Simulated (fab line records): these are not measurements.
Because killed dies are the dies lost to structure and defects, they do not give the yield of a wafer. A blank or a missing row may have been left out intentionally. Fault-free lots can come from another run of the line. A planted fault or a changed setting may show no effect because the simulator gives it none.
fab line records	flow n5Finfet
record lots=21	wafers=63	lastDay=20
route steps=1938 shown BEOL_M3@1004 BEOL_M4@1039
lots with no fault: from the same line, run without faults
startH: start of the lot's first displayed wafer, in hours after the record's first day	waitH: hours elapsed since this lot's preceding step	" identical to the entry in the row above	L1.1+2: a single row standing in for several wafers	- no value, or no start given	* or withheld: withheld	< > ~ a bound
route shown NAME@n: names a module that has steps shown in the file, with the first one's number in the route	usual: the fault-free wafers' mean and standard deviation	same: alike in all rows	chamber/n: place in a boat	sites: each site's reading	_std_site: standard deviation of those values	_edge_site: the outer-site mean with the inner-site mean subtracted	radiusMm: for every site, how far away it sits from the centre of the wafer	mask NAME#n: copy n	behind: the last tool/chamber to shape the wafer	hold: what put the lot on hold/how long, in hours/how the hold closed	device: whichever transistor did not switch (one of n, p or np)	end of line: the route-end tests of the same wafers	where a step has no rows: the recipe by itself	killed: dies that structure and defects cost at the first sort, which is not the same as the wafer's yield	map: per-die view of a wafer (x killed, . not killed, _ where there is no die)
set.NAME: the run value of the setting; set.NAME@STEP: its run value at that earlier step	model.NAME: the simulator's own value behind a step, which no gauge read
route steps across a sampled set of lots; one table per step, one row per wafer
services: a tool's chamber out of use, with start hour (startH, from the record's first day; less than 0 if before it), hours out, and reason
## steps
# step N5_BEOL_M3_SPUTTER_90
# recipe material=Cu	targetThkA=45	tempC=-20	chamberPressurePa=0.07	powerW=withheld	timeS=8.29
# usual throttleValvePct=29.7/0.74
lot.wafer	tool	chamber	startH	waitH	throttleValvePct
L074.2	pvdSputter-01	-	164.61	0.1	30.2
L074.4	"	-	"	"	28.6
L074.6	"	-	"	"	28.4
L075.2	pvdSputter-03	-	169.63	0.1	29.3
L075.4	"	-	"	"	30.7
L075.5	"	-	"	"	29.1
L076.3	pvdSputter-02	-	182.20	0.1	29.7
L076.4	"	-	"	"	28.9
L076.5	"	-	"	"	28.9
L079.1	pvdSputter-01	-	190.14	0.1	27.8
L079.2	"	-	"	"	30.2
L079.3	"	-	"	"	30.0
L080.1	pvdSputter-03	-	218.16	0.1	30.6
L080.2	"	-	"	"	29.3
L080.4	"	-	"	"	29.3
L081.2	pvdSputter-03	-	221.74	0.1	30.1
L081.3	"	-	"	"	29.3
L081.4	"	-	"	"	29.3
L082.3	pvdSputter-01	-	237.81	0.1	29.9
L082.5	"	-	"	"	30.3
L082.6	"	-	"	"	30.2
L083.1	pvdSputter-03	-	259.76	0.1	29.3
L083.3	"	-	"	"	29.8
L083.5	"	-	"	"	29.3
L084.3	pvdSputter-02	-	272.06	0.1	30.1
L084.5	"	-	"	"	30.1
L084.6	"	-	"	"	29.3
L085.3	pvdSputter-02	-	276.80	0.1	29.8
L085.4	"	-	"	"	29.9
L085.6	"	-	"	"	29.7
L086.2	pvdSputter-03	-	278.38	0.1	29.3
L086.3	"	-	"	"	29.9
L086.5	"	-	"	"	28.9
L089.2	pvdSputter-02	-	281.34	0.1	29.2
L089.3	"	-	"	"	30.0
L089.5	"	-	"	"	29.8
L088.1	pvdSputter-01	-	281.73	0.1	31.5
L088.3	"	-	"	"	28.4
L088.6	"	-	"	"	29.9
L087.1	pvdSputter-01	-	285.40	0.1	28.3
L087.2	"	-	"	"	30.2
L087.5	"	-	"	"	29.8
L090.4	pvdSputter-03	-	290.30	0.1	28.9
L090.5	"	-	"	"	29.8
L090.6	"	-	"	"	30.7
L092.3	pvdSputter-02	-	292.40	0.1	29.0
L092.4	"	-	"	"	29.8
L092.5	"	-	"	"	29.6
L091.2	pvdSputter-02	-	294.32	0.1	30.1
L091.4	"	-	"	"	29.3
L091.6	"	-	"	"	29.7
L093.1	pvdSputter-01	-	296.78	0.1	30.1
L093.2	"	-	"	"	28.1
L093.6	"	-	"	"	31.3
L094.1	pvdSputter-01	-	298.62	0.1	28.1
L094.2	"	-	"	"	31.2
L094.6	"	-	"	"	30.2
L095.2	pvdSputter-02	-	299.40	0.1	29.6
L095.3	"	-	"	"	29.3
L095.6	"	-	"	"	29.3
L097.1	pvdSputter-02	-	329.06	0.1	30.2
L097.2	"	-	"	"	29.7
L097.4	"	-	"	"	30.1
# step N5_BEOL_M3_INSPECT_59
# recipe inspectInstrument=darkfield	mode=postDep
# usual rawDefectCount=81/25
lot.wafer	tool	chamber	startH	waitH	rawDefectCount
L074.2	defectInspect-02	-	166.38	0.0	73
L074.4	"	-	"	"	95
L074.6	"	-	"	"	63
L075.2	defectInspect-02	-	171.37	0.0	81
L075.4	"	-	"	"	61
L075.5	"	-	"	"	93
L076.3	defectInspect-02	-	183.95	0.0	66
L076.4	"	-	"	"	78
L076.5	"	-	"	"	77
L079.1	defectInspect-02	-	191.87	0.0	80
L079.2	"	-	"	"	78
L079.3	"	-	"	"	70
L080.1	defectInspect-02	-	219.94	0.0	84
L080.2	"	-	"	"	102
L080.4	"	-	"	"	94
L081.2	defectInspect-01	-	223.48	0.0	114
L081.3	"	-	"	"	77
L081.4	"	-	"	"	119
L082.3	defectInspect-01	-	239.76	0.0	80
L082.5	"	-	"	"	140
L082.6	"	-	"	"	78
L083.1	defectInspect-01	-	261.50	0.0	58
L083.3	"	-	"	"	54
L083.5	"	-	"	"	64
L084.3	defectInspect-01	-	273.80	0.0	78
L084.5	"	-	"	"	56
L084.6	"	-	"	"	92
L085.3	defectInspect-02	-	278.55	0.0	39
L085.4	"	-	"	"	77
L085.6	"	-	"	"	96
L086.2	defectInspect-01	-	280.16	0.1	56
L086.3	"	-	"	"	80
L086.5	"	-	"	"	67
L089.2	defectInspect-01	-	283.08	0.0	76
L089.3	"	-	"	"	63
L089.5	"	-	"	"	49
L088.1	defectInspect-01	-	283.72	0.0	141
L088.3	"	-	"	"	110
L088.6	"	-	"	"	78
L087.1	defectInspect-01	-	287.37	0.0	74
L087.2	"	-	"	"	83
L087.5	"	-	"	"	67
L090.4	defectInspect-01	-	292.05	0.0	85
L090.5	"	-	"	"	67
L090.6	"	-	"	"	63
L092.3	defectInspect-01	-	294.13	0.0	129
L092.4	"	-	"	"	162
L092.5	"	-	"	"	112
L091.2	defectInspect-01	-	296.05	0.0	56
L091.4	"	-	"	"	76
L091.6	"	-	"	"	126
L093.1	defectInspect-01	-	298.63	0.0	97
L093.2	"	-	"	"	117
L093.6	"	-	"	"	89
L094.1	defectInspect-01	-	300.35	0.0	96
L094.2	"	-	"	"	88
L094.6	"	-	"	"	114
L095.2	defectInspect-01	-	301.48	0.3	62
L095.3	"	-	"	"	70
L095.6	"	-	"	"	55
L097.1	defectInspect-02	-	331.81	0.0	87
L097.2	"	-	"	"	77
L097.4	"	-	"	"	60
# step N5_BEOL_M4_ETCH_63
# recipe chemistry=CF4	target=SiARC	targetDepthA=156	maskMaterial=CAR-EUV	timeS=26	ionEnergyEv=80	pressureMtorr=40	sourceW=545	biasW=36	Ar_flow_sccm=100	cf4FlowSccm=100	ends=cleared
# usual chamberPressureMTorr=40.00/0.033	drypumpMotorCurrentA=5.6/0.36	etchRfOnTimeS=26.0/0.5	mfcArSccm=99.98/0.29	oesProductAu=0.68/0.073	rfVppV=184.4/1.1	showerheadPlenumPTorr=2.17/0.053	throttleValvePct=15.5/0.32
lot.wafer	tool	chamber	startH	waitH	chamberPressureMTorr	drypumpMotorCurrentA	etchRfOnTimeS	mfcArSccm	oesProductAu	rfHoursCounterH	rfVppV	showerheadPlenumPTorr	throttleValvePct
L074.2	rieDiel-06	1	168.02	0.0	40.00	5.6	26.4	100.08	0.70	75	184.0	2.16	15.6
L074.4	"	2	"	"	39.97	5.6	25.7	100.10	0.59	-	184.2	2.19	15.5
L074.6	"	1	"	"	40.02	5.6	26.4	100.14	0.70	-	184.0	2.16	15.6
L075.2	rieDiel-06	2	172.91	0.0	40.00	5.6	26.2	100.23	0.58	247	184.9	2.19	15.5
L075.4	"	2	"	"	40.04	5.6	26.1	100.07	0.57	-	185.0	2.19	15.5
L075.5	"	3	"	"	39.99	5.0	26.9	99.83	0.59	-	182.8	2.05	15.7
L076.3	rieDiel-01	0	184.85	0.0	40.03	5.9	26.7	100.47	0.75	22	186.3	2.28	15.1
L076.4	"	2	"	"	40.01	5.9	26.4	100.09	0.70	-	185.7	2.24	15.2
L076.5	"	0	"	"	40.03	5.9	26.3	100.63	0.76	-	186.4	2.28	15.1
L079.1	rieDiel-06	1	192.86	0.0	40.02	5.6	26.1	99.95	0.69	87	183.7	2.15	15.6
L079.2	"	2	"	"	40.01	5.6	25.4	100.11	0.58	256	185.5	2.19	15.5
L079.3	"	0	"	"	39.90	5.2	25.7	99.71	0.81	8	184.9	2.19	15.0
L080.1	rieDiel-06	1	223.18	0.0	40.00	5.5	26.1	100.25	0.68	100	185.1	2.15	15.7
L080.2	"	3	"	"	40.01	4.9	26.9	99.84	0.58	220	182.6	2.04	15.7
L080.4	"	2	"	"	40.04	5.6	25.5	99.57	0.83	-	183.7	2.18	15.1
L081.2	rieDiel-04	1	224.37	0.0	39.97	6.2	25.5	99.50	0.62	213	185.0	2.21	16.0
L081.3	"	0	"	"	39.96	6.1	25.5	99.54	0.78	41	184.3	2.18	15.1
L081.4	"	3	"	"	39.98	5.4	25.8	99.75	0.76	24	185.0	2.19	15.2
L082.3	rieDiel-06	3	240.93	0.0	40.00	4.9	26.5	100.12	0.58	228	182.4	2.04	15.7
L082.5	"	2	"	"	40.00	5.7	25.9	99.57	0.79	-	185.6	2.18	15.1
L082.6	"	1	"	"	39.96	5.6	26.4	100.38	0.67	-	183.8	2.15	15.7
L083.1	rieDiel-04	2	262.43	0.0	40.02	5.9	26.5	100.10	0.60	229	183.6	2.11	15.7
L083.3	"	3	"	"	39.99	5.5	25.8	99.92	0.74	38	183.5	2.18	15.2
L083.5	"	1	"	"	39.98	6.2	25.6	99.89	0.62	-	184.3	2.20	16.1
L084.3	rieDiel-06	3	276.87	0.0	40.04	4.9	26.9	100.19	0.58	241	183.3	2.04	15.7
L084.5	"	0	"	"	39.96	5.2	26.3	100.36	0.75	-	185.4	2.18	15.1
L084.6	"	3	"	"	39.98	5.0	27.0	100.06	0.57	-	183.2	2.04	15.7
L085.3	rieDiel-04	0	279.88	0.0	39.97	6.1	25.5	100.10	0.75	58	183.8	2.18	15.2
L085.4	"	2	"	"	40.02	5.9	26.5	100.09	0.60	234	183.1	2.11	15.7
L085.6	"	3	"	"	39.93	5.5	25.7	100.10	0.73	-	184.5	2.18	15.2
L086.2	rieDiel-06	3	283.00	0.0	40.01	5.0	26.5	100.36	0.58	243	182.7	2.04	15.7
L086.3	"	1	"	"	39.97	5.5	26.2	99.71	0.67	118	185.8	2.14	15.7
L086.5	"	2	"	"	39.98	5.6	25.6	100.15	0.78	-	184.8	2.18	15.1
L089.2	rieDiel-04	3	284.03	0.0	40.03	5.5	26.1	100.40	0.72	44	185.6	2.18	15.2
L089.3	"	0	"	"	39.93	6.0	25.8	100.17	0.75	59	184.5	2.18	15.1
L089.5	"	2	"	"	40.03	5.9	26.5	99.80	0.59	-	184.9	2.11	15.8
L088.1	rieDiel-04	1	284.65	0.0	40.02	6.2	25.9	99.59	0.60	231	183.1	2.20	16.0
L088.3	"	3	"	"	40.06	5.5	25.8	100.15	0.72	44	184.3	2.18	15.2
L088.6	"	3	"	"	39.95	5.5	25.9	100.06	0.73	-	185.7	2.18	15.2
L087.1	rieDiel-04	2	289.01	0.0	39.98	5.9	26.4	99.58	0.59	236	185.2	2.11	15.8
L087.2	"	0	"	"	39.97	6.1	25.7	99.80	0.75	60	184.3	2.18	15.1
L087.5	"	2	"	"	40.03	5.9	26.4	100.07	0.59	-	183.7	2.11	15.8
L090.4	rieDiel-01	1	294.66	0.0	40.02	5.3	26.3	100.03	0.60	245	184.1	2.21	15.9
L090.5	"	2	"	"	40.05	5.9	26.5	99.96	0.66	-	186.6	2.22	15.3
L090.6	"	1	"	"	40.00	5.3	25.9	99.69	0.60	-	185.1	2.21	15.9
L092.3	rieDiel-04	3	295.89	0.0	40.02	5.5	25.8	100.24	0.73	49	182.9	2.18	15.2
L092.4	"	0	"	"	40.01	6.1	25.7	99.81	0.74	63	185.3	2.18	15.2
L092.5	"	1	"	"	39.97	6.2	25.9	99.81	0.60	-	185.4	2.20	16.1
L091.2	rieDiel-01	1	299.93	0.0	40.03	5.3	26.4	100.34	0.60	247	186.3	2.21	15.9
L091.4	"	3	"	"	39.97	5.2	24.9	100.05	0.72	70	184.8	2.18	15.4
L091.6	"	0	"	"	40.03	5.9	26.3	99.42	0.70	-	185.7	2.26	15.2
L093.1	rieDiel-01	3	300.71	0.0	39.99	5.2	25.0	99.70	0.73	70	183.9	2.18	15.4
L093.2	"	2	"	"	39.98	5.9	26.5	99.98	0.66	105	185.4	2.22	15.3
L093.6	"	0	"	"	40.01	5.9	26.3	100.03	0.70	-	185.3	2.26	15.2
L094.1	rieDiel-06	1	301.12	0.0	40.08	5.6	26.3	99.92	0.66	123	184.9	2.14	15.7
L094.2	"	3	"	"	40.04	4.9	26.7	100.03	0.57	249	182.4	2.03	15.8
L094.6	"	1	"	"	40.04	5.6	26.6	100.03	0.66	-	183.5	2.14	15.7
L095.2	rieDiel-06	2	304.11	0.0	40.00	5.6	25.3	99.64	0.76	33	184.6	2.17	15.1
L095.3	"	1	"	"	40.06	5.6	26.2	100.03	0.67	123	183.2	2.14	15.7
L095.6	"	2	"	"	40.00	5.6	25.4	99.64	0.77	-	184.5	2.17	15.1
L097.1	rieDiel-01	2	336.08	0.0	39.99	5.9	26.2	100.05	0.65	119	185.8	2.22	15.4
L097.2	"	3	"	"	40.00	5.2	24.9	100.08	0.71	84	184.2	2.17	15.4
L097.4	"	2	"	"	39.99	5.9	26.9	100.18	0.64	-	186.3	2.22	15.3
# step N5_BEOL_M4_STRIP_19
# recipe chemistry=O2	powerW=400	tempC=40	pressureMtorr=30	rfFrequencyHz=6e+07	biasPowerW=0	overashFraction=0.2	o2FlowSccm=225
# usual chamberPressureMTorr=29.999/0.027	drypumpMotorCurrentA=5.6/0.35	o2FlowSccm=225.1/0.68	oesProductAu=0.81/0.086	rfVppV=3.6/0.52	showerheadPlenumPTorr=2.14/0.056	throttleValvePct=16.5/0.31
lot.wafer	tool	chamber	startH	waitH	chamberPressureMTorr	drypumpMotorCurrentA	o2FlowSccm	oesProductAu	rfHoursCounterH	rfVppV	showerheadPlenumPTorr	throttleValvePct
L074.2	rieDiel-04	1	168.33	0.1	29.994	6.2	226.3	0.72	196	4.1	2.18	17.1
L074.4	"	2	"	"	30.003	5.9	224.7	0.73	196	4.6	2.10	16.8
L074.6	"	0	"	"	30.049	6.0	224.4	0.94	-	3.5	2.16	16.2
L075.2	rieDiel-01	2	173.27	0.1	29.998	5.9	225.6	0.83	60	3.8	2.21	16.4
L075.4	"	2	"	"	29.975	5.9	226.3	0.82	-	3.2	2.21	16.4
L075.5	"	0	"	"	30.022	5.9	224.0	0.90	-	3.3	2.24	16.2
L076.3	rieDiel-06	2	185.16	0.1	30.020	5.6	225.1	0.68	251	3.8	2.15	16.6
L076.4	"	1	"	"	30.012	5.6	225.6	0.81	-	3.3	2.12	16.8
L076.5	"	2	"	"	29.970	5.6	224.5	0.67	-	2.9	2.15	16.6
L079.1	rieDiel-04	3	193.17	0.1	30.000	5.5	225.7	0.91	14	3.5	2.17	16.3
L079.2	"	0	"	"	29.992	6.1	226.0	0.92	31	4.4	2.16	16.2
L079.3	"	2	"	"	29.974	5.9	224.2	0.72	205	3.3	2.09	16.9
L080.1	rieDiel-06	3	223.49	0.1	29.981	4.9	225.2	0.69	220	3.9	1.98	16.6
L080.2	"	2	"	"	29.986	5.6	226.3	0.96	4	3.6	2.15	16.2
L080.4	"	2	"	"	29.993	5.6	225.5	0.97	-	4.1	2.15	16.2
L081.2	rieDiel-04	0	224.68	0.1	29.995	6.1	225.7	0.92	41	3.6	2.15	16.3
L081.3	"	1	"	"	30.013	6.2	224.3	0.71	213	3.3	2.18	17.2
L081.4	"	3	"	"	30.032	5.5	225.1	0.89	24	3.9	2.16	16.4
L082.3	rieDiel-06	1	241.29	0.1	30.026	5.6	224.7	0.79	103	3.4	2.12	16.9
L082.5	"	0	"	"	30.031	5.2	224.7	0.92	-	3.4	2.15	16.1
L082.6	"	1	"	"	29.983	5.6	225.0	0.79	-	3.9	2.12	16.8
L083.1	rieDiel-04	3	262.74	0.1	29.980	5.5	224.6	0.86	38	2.8	2.16	16.3
L083.3	"	0	"	"	30.036	6.1	224.8	0.89	54	4.1	2.15	16.3
L083.5	"	3	"	"	30.016	5.5	225.3	0.86	-	3.5	2.16	16.4
L084.3	rieDiel-01	3	277.20	0.1	30.024	5.2	224.3	0.85	62	3.4	2.12	16.4
L084.5	"	2	"	"	30.022	5.9	224.9	0.79	-	3.3	2.20	16.4
L084.6	"	1	"	"	29.973	5.3	225.6	0.70	-	3.9	2.14	16.8
L085.3	rieDiel-06	0	280.20	0.1	30.004	5.2	225.1	0.90	40	4.0	2.14	16.1
L085.4	"	3	"	"	29.936	4.9	226.2	0.68	242	4.3	1.97	16.7
L085.6	"	1	"	"	30.001	5.6	225.9	0.78	-	3.9	2.11	16.8
L086.2	rieDiel-06	3	283.31	0.1	30.046	5.0	224.4	0.68	244	3.7	1.97	16.7
L086.3	"	2	"	"	29.989	5.6	226.5	0.90	28	4.1	2.14	16.2
L086.5	"	2	"	"	30.019	5.6	225.4	0.90	-	4.3	2.14	16.2
L089.2	rieDiel-04	0	284.35	0.1	30.010	6.1	224.9	0.88	59	3.9	2.15	16.3
L089.3	"	2	"	"	29.987	5.9	224.7	0.69	235	2.8	2.08	16.9
L089.5	"	2	"	"	30.001	5.9	224.8	0.71	-	4.3	2.08	16.9
L088.1	rieDiel-01	1	285.10	0.2	29.948	5.3	225.9	0.70	242	3.0	2.14	16.8
L088.3	"	0	"	"	30.020	5.9	225.5	0.83	57	3.7	2.23	16.3
L088.6	"	0	"	"	30.015	5.9	226.5	0.84	-	2.9	2.23	16.3
L087.1	rieDiel-01	0	289.40	0.1	29.972	5.9	223.8	0.84	58	3.8	2.23	16.3
L087.2	"	1	"	"	30.039	5.3	225.2	0.70	243	4.0	2.14	16.8
L087.5	"	0	"	"	30.035	5.9	224.8	0.85	-	3.8	2.23	16.3
L090.4	rieDiel-06	1	294.97	0.1	29.983	5.5	225.1	0.78	121	3.6	2.11	16.8
L090.5	"	1	"	"	29.980	5.5	224.8	0.78	-	3.5	2.11	16.9
L090.6	"	0	"	"	30.021	5.2	224.5	0.88	-	3.0	2.14	16.1
L092.3	rieDiel-01	3	296.21	0.1	29.990	5.3	225.0	0.85	69	4.1	2.12	16.4
L092.4	"	2	"	"	30.001	5.9	223.9	0.78	104	3.3	2.20	16.4
L092.5	"	0	"	"	30.039	5.9	224.7	0.83	-	4.1	2.23	16.3
L091.2	rieDiel-01	3	300.25	0.1	29.996	5.2	224.9	0.85	70	3.4	2.12	16.4
L091.4	"	1	"	"	30.025	5.3	224.0	0.70	247	3.0	2.14	16.8
L091.6	"	2	"	"	30.020	5.9	225.1	0.79	-	3.4	2.20	16.4
L093.1	rieDiel-06	3	301.02	0.1	30.028	4.9	225.8	0.67	249	3.2	1.97	16.7
L093.2	"	2	"	"	30.017	5.6	226.5	0.88	33	3.6	2.14	16.2
L093.6	"	3	"	"	29.978	4.9	225.1	0.67	-	4.0	1.97	16.7
L094.1	rieDiel-01	0	301.44	0.1	29.999	5.9	225.4	0.83	62	3.8	2.23	16.3
L094.2	"	1	"	"	30.015	5.3	223.8	0.69	247	4.3	2.14	16.8
L094.6	"	0	"	"	29.990	5.9	225.1	0.84	-	4.1	2.23	16.3
L095.2	rieDiel-01	2	304.50	0.2	29.977	5.9	225.4	0.78	107	3.7	2.20	16.5
L095.3	"	0	"	"	30.021	5.9	225.4	0.84	63	3.4	2.22	16.3
L095.6	"	2	"	"	30.018	5.9	225.0	0.77	-	4.6	2.20	16.4
L097.1	rieDiel-04	3	336.48	0.2	29.983	5.5	224.9	0.83	61	3.4	2.15	16.4
L097.2	"	0	"	"	29.925	6.1	224.2	0.87	75	4.4	2.14	16.3
L097.4	"	1	"	"	30.004	6.3	225.1	0.69	-	2.8	2.17	17.2
# step N5_BEOL_M4_INSPECT_30
# recipe mode=adi	inspectInstrument=brightfield
# usual rawDefectCount=425/110
lot.wafer	tool	chamber	startH	waitH	rawDefectCount
L074.2	defectInspect-02	-	168.93	0.0	283
L074.4	"	-	"	"	315
L074.6	"	-	"	"	280
L075.2	defectInspect-02	-	173.87	0.0	511
L075.4	"	-	"	"	302
L075.5	"	-	"	"	390
L076.3	defectInspect-02	-	185.78	0.0	446
L076.4	"	-	"	"	457
L076.5	"	-	"	"	416
L079.1	defectInspect-02	-	193.65	0.1	344
L079.2	"	-	"	"	364
L079.3	"	-	"	"	447
L080.1	defectInspect-01	-	224.09	0.1	322
L080.2	"	-	"	"	434
L080.4	"	-	"	"	388
L081.2	defectInspect-01	-	225.29	0.0	333
L081.3	"	-	"	"	358
L081.4	"	-	"	"	459
L082.3	defectInspect-01	-	241.89	0.0	329
L082.5	"	-	"	"	454
L082.6	"	-	"	"	506
L083.1	defectInspect-02	-	263.34	0.1	426
L083.3	"	-	"	"	347
L083.5	"	-	"	"	479
L084.3	defectInspect-01	-	277.74	0.0	420
L084.5	"	-	"	"	353
L084.6	"	-	"	"	442
L085.3	defectInspect-01	-	280.80	0.0	737
L085.4	"	-	"	"	478
L085.6	"	-	"	"	816
L086.2	defectInspect-01	-	283.91	0.0	406
L086.3	"	-	"	"	529
L086.5	"	-	"	"	373
L089.2	defectInspect-01	-	284.96	0.0	313
L089.3	"	-	"	"	307
L089.5	"	-	"	"	280
L088.1	defectInspect-01	-	285.70	0.1	570
L088.3	"	-	"	"	474
L088.6	"	-	"	"	449
L087.1	defectInspect-01	-	289.88	0.1	397
L087.2	"	-	"	"	357
L087.5	"	-	"	"	434
L090.4	defectInspect-01	-	295.58	0.0	417
L090.5	"	-	"	"	307
L090.6	"	-	"	"	309
L092.3	defectInspect-01	-	296.82	0.1	576
L092.4	"	-	"	"	546
L092.5	"	-	"	"	390
L091.2	defectInspect-01	-	300.73	0.0	383
L091.4	"	-	"	"	447
L091.6	"	-	"	"	676
L093.1	defectInspect-01	-	301.62	0.1	411
L093.2	"	-	"	"	475
L093.6	"	-	"	"	487
L094.1	defectInspect-01	-	302.04	0.1	495
L094.2	"	-	"	"	409
L094.6	"	-	"	"	489
L095.2	defectInspect-01	-	305.10	0.0	379
L095.3	"	-	"	"	441
L095.6	"	-	"	"	589
L097.1	defectInspect-02	-	337.08	0.1	501
L097.2	"	-	"	"	541
L097.4	"	-	"	"	444
# step N5_BEOL_M4_DESCUM_33
# recipe chemistry=O2	timeS=7	sourcePowerW=50	biasPowerW=20	pressureMtorr=20	rfFrequencyHz=2.712e+07	tempC=40	resist=CAR-EUV	o2FlowSccm=225
# usual chamberPressureMTorr=20.001/0.018	drypumpMotorCurrentA=5.6/0.33	o2FlowSccm=225.0/0.69	oesProductAu=0.81/0.079	rfVppV=244.1/1.2	showerheadPlenumPTorr=2.15/0.049	throttleValvePct=20.25/0.27
lot.wafer	tool	chamber	startH	waitH	chamberPressureMTorr	drypumpMotorCurrentA	o2FlowSccm	oesProductAu	rfHoursCounterH	rfVppV	showerheadPlenumPTorr	throttleValvePct
L074.2	rieDiel-04	0	169.08	0.1	19.980	6.1	224.8	0.94	23	244.6	2.16	20.01
L074.4	"	1	"	"	19.979	6.2	225.7	0.73	196	243.4	2.18	20.86
L074.6	"	0	"	"	20.023	6.1	225.5	0.95	-	244.8	2.16	20.03
L075.2	rieDiel-01	0	173.90	0.0	20.019	5.9	225.1	0.91	17	244.9	2.24	19.96
L075.4	"	2	"	"	19.975	5.9	225.1	0.84	-	245.1	2.21	20.09
L075.5	"	0	"	"	19.995	5.9	224.5	0.91	-	245.6	2.24	19.97
L076.3	rieDiel-01	2	185.81	0.0	20.044	5.9	224.4	0.83	65	245.8	2.21	20.10
L076.4	"	2	"	"	19.995	5.9	226.4	0.83	-	244.4	2.21	20.09
L076.5	"	0	"	"	20.002	5.9	224.6	0.89	-	243.8	2.24	19.98
L079.1	rieDiel-06	0	193.68	0.0	20.000	5.2	223.8	0.97	8	243.2	2.15	19.84
L079.2	"	1	"	"	19.981	5.6	224.9	0.82	87	241.2	2.12	20.61
L079.3	"	2	"	"	19.997	5.6	223.1	0.67	256	244.2	2.15	20.32
L080.1	rieDiel-01	3	224.12	0.0	20.027	5.2	224.8	0.89	45	246.6	2.13	20.11
L080.2	"	2	"	"	20.002	5.9	225.6	0.81	81	243.6	2.20	20.12
L080.4	"	0	"	"	20.007	5.9	224.9	0.87	38	246.6	2.23	20.00
L081.2	rieDiel-04	1	225.32	0.0	19.987	6.3	222.8	0.71	213	245.1	2.17	20.89
L081.3	"	2	"	"	19.990	6.0	225.1	0.71	215	243.1	2.09	20.62
L081.4	"	0	"	"	20.010	6.1	227.1	0.91	41	243.6	2.15	20.03
L082.3	rieDiel-01	1	241.93	0.0	20.008	5.3	225.1	0.70	230	245.3	2.14	20.49
L082.5	"	1	"	"	19.986	5.3	225.4	0.70	-	243.7	2.14	20.49
L082.6	"	2	"	"	20.025	5.9	224.6	0.81	-	244.0	2.20	20.14
L083.1	rieDiel-04	3	263.38	0.0	20.021	5.5	225.7	0.87	38	244.8	2.15	20.14
L083.3	"	2	"	"	19.985	5.9	225.9	0.70	229	242.8	2.08	20.65
L083.5	"	2	"	"	19.997	5.9	225.0	0.71	-	243.9	2.08	20.66
L084.3	rieDiel-01	2	277.77	0.0	20.016	5.9	225.5	0.78	98	245.7	2.20	20.15
L084.5	"	3	"	"	20.020	5.2	224.8	0.85	-	243.8	2.12	20.13
L084.6	"	0	"	"	19.993	5.9	225.8	0.84	-	245.2	2.22	20.01
L085.3	rieDiel-01	1	280.83	0.0	19.998	5.3	225.0	0.70	240	243.6	2.14	20.51
L085.4	"	0	"	"	19.997	5.9	225.5	0.84	55	244.9	2.22	20.01
L085.6	"	1	"	"	20.006	5.3	225.7	0.70	-	243.9	2.14	20.52
L086.2	rieDiel-01	0	283.94	0.0	20.009	5.9	225.5	0.85	56	244.7	2.22	20.00
L086.3	"	2	"	"	19.981	5.9	225.4	0.78	99	244.4	2.20	20.17
L086.5	"	2	"	"	20.000	5.9	225.1	0.79	-	245.1	2.20	20.15
L089.2	rieDiel-01	2	284.99	0.0	19.999	5.9	224.6	0.78	100	244.0	2.20	20.16
L089.3	"	0	"	"	20.013	5.9	225.8	0.84	57	244.6	2.22	20.05
L089.5	"	2	"	"	19.982	5.9	225.1	0.78	-	244.9	2.20	20.16
L088.1	rieDiel-01	1	285.74	0.0	20.024	5.3	225.0	0.70	242	244.3	2.14	20.51
L088.3	"	2	"	"	20.045	5.9	225.2	0.78	100	247.2	2.20	20.16
L088.6	"	2	"	"	19.998	5.9	225.2	0.78	-	244.9	2.20	20.16
L087.1	rieDiel-06	2	289.91	0.0	20.004	5.7	224.9	0.89	29	245.1	2.14	20.00
L087.2	"	1	"	"	20.003	5.6	224.0	0.78	119	243.3	2.11	20.65
L087.5	"	2	"	"	20.007	5.6	225.7	0.89	-	244.6	2.14	20.02
L090.4	rieDiel-06	0	295.61	0.0	19.990	5.2	225.2	0.89	45	242.0	2.13	19.89
L090.5	"	1	"	"	20.014	5.5	226.6	0.77	-	242.9	2.11	20.65
L090.6	"	2	"	"	19.986	5.6	225.1	0.89	-	243.7	2.13	20.01
L092.3	rieDiel-01	1	296.85	0.0	20.006	5.3	225.9	0.70	245	242.5	2.14	20.55
L092.4	"	0	"	"	19.998	5.9	225.0	0.84	61	247.0	2.22	20.02
L092.5	"	2	"	"	19.995	5.9	224.4	0.78	-	245.3	2.19	20.17
L091.2	rieDiel-04	2	300.76	0.0	19.992	6.0	224.8	0.70	240	242.2	2.08	20.66
L091.4	"	1	"	"	19.994	6.2	224.8	0.70	236	243.5	2.17	20.92
L091.6	"	3	"	"	20.018	5.5	225.7	0.84	-	244.0	2.15	20.16
L093.1	rieDiel-01	0	301.66	0.0	19.993	5.9	226.1	0.84	62	245.1	2.22	20.03
L093.2	"	1	"	"	20.005	5.3	225.3	0.69	247	245.0	2.14	20.53
L093.6	"	2	"	"	20.005	5.9	224.7	0.77	-	245.5	2.19	20.16
L094.1	rieDiel-06	3	302.08	0.0	19.994	4.9	225.2	0.68	250	241.3	1.96	20.33
L094.2	"	1	"	"	20.003	5.6	225.2	0.77	123	244.4	2.11	20.66
L094.6	"	1	"	"	19.981	5.6	224.9	0.77	-	243.8	2.11	20.65
L095.2	rieDiel-01	0	305.13	0.0	19.980	5.9	225.7	0.84	63	245.1	2.22	20.03
L095.3	"	2	"	"	19.999	5.9	223.9	0.78	107	244.1	2.19	20.16
L095.6	"	3	"	"	19.984	5.2	224.9	0.84	-	244.4	2.12	20.15
L097.1	rieDiel-01	2	337.11	0.0	19.982	5.9	225.5	0.76	119	243.8	2.19	20.19
L097.2	"	0	"	"	19.986	5.9	225.5	0.82	76	246.0	2.22	20.05
L097.4	"	0	"	"	19.949	5.9	225.6	0.82	-	245.2	2.22	20.05
## services
tool	chamber	startH	hours	kind
rieDiel-06	0	141.88	-	clean
rieDiel-06	0	141.88	-	consumableReplace:focusRing
rieDiel-06	0	141.88	33.7	scheduledDown
rieDiel-06	0	141.88	33.7	ventCycle
pvdSputter-01	-	143.27	4.6	repair
rieDiel-01	3	156.77	43.4	repair
rieDiel-04	1	171.89	1.4	repair
rieDiel-06	3	181.80	17.0	repair
rieDiel-06	2	198.81	-	clean
rieDiel-06	2	198.81	-	consumableReplace:focusRing
rieDiel-06	2	198.81	16.9	scheduledDown
rieDiel-06	2	198.81	16.9	ventCycle
rieDiel-01	-	202.64	0.5	repair
rieDiel-01	-	252.18	2.8	pm
rieDiel-06	3	304.55	-	clean
rieDiel-06	3	304.55	-	consumableReplace:focusRing
rieDiel-06	3	304.55	-	consumableReplace:showerhead
rieDiel-01	1	310.65	-	clean
rieDiel-01	1	310.65	-	consumableReplace:focusRing
rieDiel-01	1	310.65	29.0	scheduledDown
rieDiel-01	1	310.65	29.0	ventCycle
rieDiel-04	2	335.54	-	clean
rieDiel-04	2	335.54	-	consumableReplace:focusRing
rieDiel-04	2	335.54	23.7	scheduledDown
## key
fault none
